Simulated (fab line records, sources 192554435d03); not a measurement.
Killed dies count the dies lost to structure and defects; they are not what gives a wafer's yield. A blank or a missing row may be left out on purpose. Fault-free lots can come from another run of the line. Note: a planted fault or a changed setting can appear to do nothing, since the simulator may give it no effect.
Problem report in the 8D (eight disciplines) form, filled by code + flow n5 finfet + the parts of the form that need people (team, actions taken, sign-off) are left out

1. THE ISSUE
susceptor temp C at N5_HKMG_FIN_ALD_21 reads a mean of 396.19 C on 6 wafers of 2 lots; wafers without a fault read 400.01 C with a standard deviation of 0.24. Measured from the usual mean, that is -16 standard deviations.
The step: deposits TiN, target thk 1.5 nm, pulse time 1 s, purge time 3 s.
First observed at day 6 19:36: wafer L100.1, on ald metal-04. The record has a number at this step for 27 wafers belonging to 9 lots. Rule for "out" (also "out of limits"): further than 4 standard deviations from the usual mean. Any other wafer with a number is counted as sound.

2. WHAT IT IS, AND WHAT IT ISN'T
| question                    | is                     | is not                                                                          |
|-----------------------------|------------------------|---------------------------------------------------------------------------------|
| which readings at this step | susceptor temp C       | heater power w, precursor pulse height rel                                      |
| which lots                  | L100, L103             | L107, L112, L113, L991, L993, L994, L999                                        |
| which wafers of those lots  | all that have a number | -                                                                               |
| read on which tools         | ald metal-04           | ald metal-01, ald metal-03                                                      |
| when                        | from day 6 19:36       | up to then (12 sound wafers); but 9 sound wafers of L107, L112, L113 came after |

3. THE SUSPECTS, EACH WITH WHAT RULES IT OUT
Counting: a tool stays on the suspect list if, at a process step up to the reading, it processed all lots that are out and no sound lot following the first of them.
- rie diel-01 at N5_HKMG_FIN_ETCH_35 (etches SOC in N2/H2, target depth 215.8 nm, time 243.4 s): ruled out as a lasting fault. Following L100 (day 6 16:39), the first lot on it that is out, the sound lots L112, L113 were run on it.
- plasma asher-01 at N5_HKMG_FIN_STRIP_19 (strips in N2/H2, time 360 s): ruled out as a lasting fault. Following L100 (day 6 16:56), the first lot on it that is out, the sound lots L107, L112, L113 were run on it.
- ald metal-04 at N5_HKMG_FIN_ALD_21 (deposits TiN, target thk 1.5 nm, pulse time 1 s, purge time 3 s): ruled out as a lasting fault. Following L100 (day 6 19:36), the first lot on it that is out, the sound lots L113 were run on it.
Left after counting: nothing in the record.

4. THE CAUSE (what the simulator had put in)
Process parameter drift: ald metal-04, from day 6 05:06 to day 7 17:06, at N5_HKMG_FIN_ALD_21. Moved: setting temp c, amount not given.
Counting ruled it out, wrongly.

5. THE CHAIN OF EFFECTS, in route order
One row per reading whose mean, taken over the struck wafers that have a number, lies over 3 standard deviations from the usual. Readings are gone through only where the record gives a usual standard deviation; hours: the median, over the lots, of the time from a lot's start at the first step in this table giving one to that lot's start at this step; sigmas: the change measured in usual standard deviations.
| hours | step               | reading          | usual    | on struck wafers | change | sigmas |
|-------|--------------------|------------------|----------|------------------|--------|--------|
| 0     | N5_HKMG_FIN_ALD_21 | susceptor temp C | 400.01 C | 396.19           | -3.82  | -16    |
Here are the process steps it includes:
- N5_HKMG_FIN_ALD_21: deposits TiN, target thk 1.5 nm, pulse time 1 s, purge time 3 s.
At these later measuring or inspecting steps, every struck wafer for which the step has a row has a number for every such reading, and none has moved that far: N5_BEOL_M4_RC_MEAS_101.

6. HOW IT WOULD HAVE BEEN CAUGHT EARLIER
The fault began at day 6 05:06; the first out-of-limits reading in this record came at day 6 19:36, 14 hours later.
